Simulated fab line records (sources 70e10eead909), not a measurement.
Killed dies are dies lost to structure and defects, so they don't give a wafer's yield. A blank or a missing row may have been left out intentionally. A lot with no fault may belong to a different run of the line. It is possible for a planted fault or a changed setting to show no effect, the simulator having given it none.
What tool caused it?	flow nandHarc	13 lots with 39 wafers sampled at 5 steps, on a route of 1302 steps

## WHAT THE GAUGES READ, wafer by wafer
NHARC_A_ONON_D1_THK_MEAS_02: measures by ellipsometry.
lot	measured	on	thkNm (nm)
L530	day 8 17:49	filmMetro-02	1011 1012 1011
L531	day 8 17:50	filmMetro-02	1008 1009 1008
L532	day 9 04:26	filmMetro-02	997 996 996
L536	day 11 00:50	filmMetro-01	1004 1003 1003
L541	day 13 04:28	filmMetro-01	1002 1000 1001
L543	day 14 02:20	filmMetro-01	998 1000 999
L542	day 14 02:20	filmMetro-02	1001 1002 1002
L545	day 14 13:25	filmMetro-01	991 992 990
L544	day 14 13:34	filmMetro-01	995 994 995
L546	day 15 06:11	filmMetro-01	998 998 1000
L547	day 15 15:58	filmMetro-01	985 984 985
L548	day 16 04:20	filmMetro-01	1002 1003 1005
L550	day 16 16:37	filmMetro-01	1005 1005 1004

NHARC_A_ONON_D1_THK_MEAS_08: measures by ellipsometry.
lot	measured	on	thkNm (nm)
L530	day 8 18:58	filmMetro-02	1002 1004 1003
L531	day 8 18:58	filmMetro-01	1001 1000 1002
L532	day 9 05:35	filmMetro-02	993 995 996
L536	day 11 01:58	filmMetro-02	1003 1004 1004
L541	day 13 05:35	filmMetro-02	998 997 997
L543	day 14 03:28	filmMetro-01	1005 1002 1003
L542	day 14 03:28	filmMetro-02	980 982 980
L545	day 14 14:37	filmMetro-01	976 977 977
L544	day 14 14:42	filmMetro-02	985 985 984
L546	day 15 07:19	filmMetro-01	1000 1000 1002
L547	day 15 17:06	filmMetro-02	994 994 995
L548	day 16 05:28	filmMetro-01	1028 1028 1028
L550	day 16 17:44	filmMetro-01	991 993 992

NHARC_A_ONON_D1_THK_MEAS_14: measures by ellipsometry.
lot	measured	on	thkNm (nm)
L530	day 8 20:05	filmMetro-01	993 992 994
L531	day 8 20:06	filmMetro-01	1009 1008 1008
L532	day 9 06:43	filmMetro-02	995 998 1000
L536	day 11 03:07	filmMetro-02	1710 1710 1710
L541	day 13 06:43	filmMetro-02	1021 1021 1021
L543	day 14 04:53	filmMetro-02	998 999 1001
L542	day 14 04:58	filmMetro-01	999 998 998
L545	day 14 15:44	filmMetro-02	986 986 986
L544	day 14 15:53	filmMetro-01	1013 1011 1010
L546	day 15 08:26	filmMetro-01	1008 1011 1009
L547	day 15 18:14	filmMetro-02	995 994 996
L548	day 16 06:35	filmMetro-02	1000 1000 999
L550	day 16 18:52	filmMetro-01	1007 1006 1008

NHARC_END_SORT_01.
lot	measured	on	killedAtArray	killedAtOther	killedAtPeriphery	killedDies	killedOpen	killedShort
L530	day 25 15:13	prober-02	74 71 61	0 1 1	3 3 2	77 75 64	5 1 3	5 3 2
L531	day 26 01:46	prober-02	62 50 50	3 2 1	0 3 3	65 55 54	2 2 3	2 2 1
L532	day 25 17:36	prober-01	72 80 78	0 1 0	3 5 3	75 86 81	2 5 2	1 1 3
L536	day 28 07:41	prober-02	674 673 675	0 2 0	3 2 2	677 677 677	4 3 8	4 3 1
L541	day 29 20:34	prober-01	42 48 40	1 1 0	4 5 3	47 54 43	3 5 3	1 2 1
L543	day 30 11:17	prober-02	64 82 55	1 0 2	6 3 7	71 85 64	5 5 4	4 3 3
L542	day 30 19:10	prober-02	44 42 44	0 1 2	3 3 2	47 46 48	1 0 5	1 2 2
L545	day 30 10:23	prober-01	78 67 63	0 0 0	1 2 2	79 69 65	2 3 2	2 0 6
L544	day 30 18:09	prober-01	46 50 59	1 0 1	4 6 6	51 56 66	3 6 4	0 1 5
L546	day 31 13:04	prober-01	55 49 46	0 0 0	5 5 11	60 54 57	1 4 2	1 0 1
L547	day 31 20:43	prober-02	62 62 69	1 2 1	1 1 3	64 65 73	4 3 0	2 4 1
L548	day 32 21:43	prober-02	46 41 46	0 0 0	6 2 5	52 43 51	1 1 2	3 3 1
L550	day 33 03:58	prober-01	29 43 42	1 3 4	1 2 2	31 48 48	2 4 2	4 3 5

## TOOL THAT RAN EACH LOT (tool first, then ch and the chambers of the sampled wafers, then the start)
lot	NHARC_A_ONON_D1_DEP_12
L530	pecvdOnon-04 ch 0, day 8 19:35
L531	pecvdOnon-03 ch 0, day 8 19:35
L532	pecvdOnon-04 ch 0, day 9 06:22
L536	pecvdOnon-04 ch 0, day 11 02:39
L541	pecvdOnon-03 ch 0, day 13 06:13
L543	pecvdOnon-01 ch 0, day 14 04:26
L542	pecvdOnon-03 ch 0, day 14 04:28
L545	pecvdOnon-04 ch 0, day 14 15:14
L544	pecvdOnon-03 ch 0, day 14 15:22
L546	pecvdOnon-03 ch 0, day 15 07:55
L547	pecvdOnon-04 ch 0, day 15 17:43
L548	pecvdOnon-04 ch 0, day 16 06:08
L550	pecvdOnon-01 ch 0, day 16 18:22
- NHARC_A_ONON_D1_DEP_12: target thk 1000 nm.

## AS READ BY THE TOOLS THEMSELVES (means over the sampled wafers that have a number; for cases with no such wafer, the mark the record gives instead)
The record holds no such reading with a usual standard deviation.

## THE ANSWER, worked out from the rows above alone
Rule: the lots themselves supply what counts as usual. Put in order of their means at a reading, lots are off if they are a third of the lots or fewer, leave a main group of 4 or more, and stand apart from it by a gap of 3 or more times the standard deviation of the main group's means; of several such gaps the widest counts. A main group is skipped when, at the precision printed for the reading in the tables above, its means are all equal. Also off: a lot with no number at a reading for which 4 or more lots have one. The other lots that the step has rows for count as sound. First the gauges in route order, then the tools' own readings, where a lot's mean is used as printed above. At the first step where some lot is off, the reading lying furthest off is the one used; lots without a number count as furthest.
Off: L536 (NHARC_A_ONON_D1_THK_MEAS_14, thkNm). The main group: mean 1002 nm, standard deviation 9.1.
A tool fits if, at a process step before that reading, it ran every lot that is off, and no sound lot after the first of them. Not tried: the gauges at NHARC_A_ONON_D1_THK_MEAS_14; whatever is off there is also off at NHARC_END_SORT_01, on other tools, and gauge error can't account for it. Of those tried, none fits.

## WHAT HAD BEEN PUT IN BY THE SIMULATOR
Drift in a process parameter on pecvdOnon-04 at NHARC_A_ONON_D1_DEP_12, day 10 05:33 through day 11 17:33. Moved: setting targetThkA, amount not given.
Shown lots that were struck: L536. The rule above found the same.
